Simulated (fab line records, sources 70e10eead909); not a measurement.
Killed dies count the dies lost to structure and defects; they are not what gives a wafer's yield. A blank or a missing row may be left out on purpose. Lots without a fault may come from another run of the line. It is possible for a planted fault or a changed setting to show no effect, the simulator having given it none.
What tool caused it? + flow nand-harc + 22 lots (66 wafers sampled), 1 step of a 1159-step route

## WHAT EACH GAUGE READ, for each wafer
NHARC_P_CONTACT_INSPECT_14.
| lot  | measured     | on                | raw-defect-count |
|------|--------------|-------------------|------------------|
| L074 | day 5 13:54  | defect-inspect-01 | 1 2 0            |
| L075 | day 5 19:30  | defect-inspect-01 | 1 2 2            |
| L076 | day 5 20:31  | defect-inspect-01 | 2 6 4            |
| L077 | day 6 07:34  | defect-inspect-02 | 5 5 4            |
| L079 | day 6 18:32  | defect-inspect-01 | 3 3 3            |
| L080 | day 7 05:01  | defect-inspect-02 | 6 7 5            |
| L082 | day 7 12:41  | defect-inspect-01 | 2 3 4            |
| L083 | day 8 02:07  | defect-inspect-02 | 6 5 2            |
| L084 | day 8 02:37  | defect-inspect-02 | 9 6 7            |
| L085 | day 8 16:29  | defect-inspect-01 | 7 3 1            |
| L087 | day 8 17:17  | defect-inspect-01 | 2 3 1            |
| L086 | day 8 17:56  | defect-inspect-02 | 1 1 1            |
| L088 | day 9 01:11  | defect-inspect-02 | 2 7 3            |
| L089 | day 9 10:42  | defect-inspect-02 | 2 0 1            |
| L090 | day 9 18:08  | defect-inspect-01 | 5 3 4            |
| L091 | day 9 18:24  | defect-inspect-01 | 3 1 3            |
| L092 | day 10 04:40 | defect-inspect-02 | 1 4 5            |
| L093 | day 10 08:27 | defect-inspect-02 | 4 3 3            |
| L094 | day 10 08:51 | defect-inspect-01 | 3 1 1            |
| L096 | day 10 20:30 | defect-inspect-01 | 3 2 1            |
| L095 | day 10 21:17 | defect-inspect-01 | 3 3 1            |
| L097 | day 11 02:49 | defect-inspect-02 | 10 4 3           |

## TOOL THAT RAN EACH LOT (tool first, then ch and the chambers of the sampled wafers, then the start)
No process step before these readings appears in the record.

## AS READ BY THE TOOLS THEMSELVES (means over the sampled wafers that have a number; for cases with no such wafer, the mark the record gives instead)
The record holds no such reading with a usual standard deviation.

## THE ANSWER, worked out from the rows above alone
Rule: the usual values come from the lots themselves. The widest of any qualifying gaps counts: lots, ordered by their means at a reading, are off when they make up no more than a third of the lots, leave a main group of 4 or more, and stand apart from it by 3 or more times the standard deviation of that group's means. A main group is skipped when, at the precision printed for the reading in the tables above, its means are all equal. A lot without any number at a reading at which 4 lots or more have one is off too. The other lots that the step has rows for count as sound. The gauges are gone through in route order, then the tools' own readings, and for those a lot's mean is taken as printed above. At the first step where some lot is off, the reading lying furthest off is the one used; lots without a number count as furthest.
Nothing can be told from this: no lot is off at any reading shown.

## WHAT THE SIMULATOR HAD PUT IN
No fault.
